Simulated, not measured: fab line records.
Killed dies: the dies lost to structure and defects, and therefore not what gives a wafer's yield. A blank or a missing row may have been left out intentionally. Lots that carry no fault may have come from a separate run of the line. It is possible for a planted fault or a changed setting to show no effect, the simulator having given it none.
Split-lot trial    flow n5Finfet    on a route of 1938 steps: 7 lots, 21 wafers read

## ABOUT THE SPLIT
At N5_PASSIVATION_VIA_ETCH_13 (etches SiO2 in CHF3/O2, target depth 660 nm, time 330 s), the setting biasW was moved away from the recipe's 170 W on 8 of the 21 wafers read, by -15.5% to +12.4%. The other wafers ran this setting at the recipe's value.

The split's own step is where the reading is taken.

## THE READING
rfVppV, in V, at N5_PASSIVATION_VIA_ETCH_13 (etches SiO2 in CHF3/O2, target depth 660 nm, time 330 s). A value of 528 V with a standard deviation of 6.4 V is what fault-free wafers of this fab line usually give.

wafer   tool, chamber at the split  biasW as run, W  against the recipe  rfVppV, V  against lot-mates on the recipe
L074.1  rieDiel-05, 0               170              recipe              530        -
L074.2  rieDiel-05, 2               170              recipe              514        -
L074.3  rieDiel-05, 3               170              recipe              538        -
L075.1  rieDiel-04, 1               170              recipe              530        -
L075.3  rieDiel-04, 2               191.1            +12.4%              572        +42
L075.5  rieDiel-04, 1               191.1            +12.4%              581        +51
L081.2  rieDiel-04, 3               151.1            -11.1%              491        -37
L081.3  rieDiel-04, 1               170              recipe              528        -
L081.4  rieDiel-04, 2               151.1            -11.1%              473        -55
L084.3  rieDiel-02, 2               154.8            -8.9%               491        -31
L084.4  rieDiel-02, 3               154.8            -8.9%               486        -36
L084.6  rieDiel-02, 1               170              recipe              522        -
L085.1  rieDiel-04, 0               170              recipe              531        -
L085.2  rieDiel-04, 2               170              recipe              520        -
L085.6  rieDiel-04, 3               185.6            +9.2%               579        +54
L092.2  rieDiel-05, 0               170              recipe              532        -
L092.3  rieDiel-05, 2               143.7            -15.5%              449        -82
L092.5  rieDiel-05, 0               170              recipe              531        -
L094.2  rieDiel-05, 3               170              recipe              537        -
L094.3  rieDiel-05, 0               170              recipe              532        -
L094.6  rieDiel-05, 0               170              recipe              530        -

THE FIT
A straight line over all 21 wafers: rfVppV changes by +4.46 V for each +1% of biasW; r = +0.97; the points scatter about the line by 7.5 V.
The same after taking each lot's own level away (the mean of its wafers on the recipe; 21 wafers): +4.37 V for each +1%; r = +0.97; scatter 7.9 V.
Per that fit: largest biasW move, reading shift of 68 V.
Measured against the standard deviation above, the lots' own levels, which go from 522.0 to 533.0 V, span 1.7 times it.
Hence the lot-to-lot level has little effect on the slope; both slopes agree.
Check: for one of the wafers moved furthest among these (-15.5%), held out of the fit, the line's prediction against its lot-mates is -62.7 V. Against them it came out at -82.5 V.
Tool readings at the split's step, against how far the setting was moved: rfVppV r = +0.97.

## OTHER SPLITS ON THESE WAFERS
Before the reading, these wafers also passed through other splits. Each is held against what the fit with the lots' levels taken away leaves over:
other split on the same wafers    wafers away from the commonest value  r with rfVppV (lot level and that fit taken away)
N5_BEOL_M15_ILD_DEP_00 timeS      7                                     -0.13
N5_BEOL_M15_TRENCH_ETCH_34 biasW  7                                     -0.11

## THE FILE'S OWN FIT
rfVppV changes by +4.65 V for each +1% of biasW, r = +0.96.
